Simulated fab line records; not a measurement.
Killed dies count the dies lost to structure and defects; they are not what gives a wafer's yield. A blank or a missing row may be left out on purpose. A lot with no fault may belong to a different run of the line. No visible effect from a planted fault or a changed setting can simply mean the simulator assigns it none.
Matching of chambers    flow nand-harc    rie-si-03 running NHARC_P_GATE_ETCH_32: 4 sister chambers
The step etches the open film in HBr/Cl2, target depth 150 nm, time 100.1 s. 4 wafers are shown with their chamber, then 9 later ones without.

== EACH WAFER AND ITS CHAMBER ==
wafer   chamber  drypump-motor-current-A (A)
L087.2  3        5.3
L085.1  2        6.7
L085.2  1        6.3
L085.3  0        6.2

== WAFERS MISSING THEIR CHAMBER ==
wafer   drypump-motor-current-A (A)
L089.3  5.3
L089.5  6.2
L089.6  6.4
L090.1  5.3
L090.4  6.2
L090.5  6.2
L094.1  5.3
L094.3  6.7
L094.6  6.3

== CHAMBER TAKEN BY EACH ==
wafer   from the rows above  in truth
L089.3  3                    3
L089.5  0                    0
L089.6  1                    1
L090.1  3                    3
L090.4  0                    0
L090.5  0                    0
L094.1  3                    3
L094.3  2                    2
L094.6  1                    1
Correct placement for 9 of the 9. Not placeable from these rows: 0. 0 placed wrongly.
How it was worked out, from the rows above alone: a wafer's distance from a chamber is the root of the sum, over the readings, of the square of ((its reading less the chamber's mean) divided by the reading's scatter). The wafer belongs to the nearest chamber; if the next one is less than 2 further off, it can't be placed. The mean given for a chamber averages the wafers shown for that chamber. The scatter: root of mean squared gap, hidden wafer to nearest shown wafer, with one shown wafer a chamber.
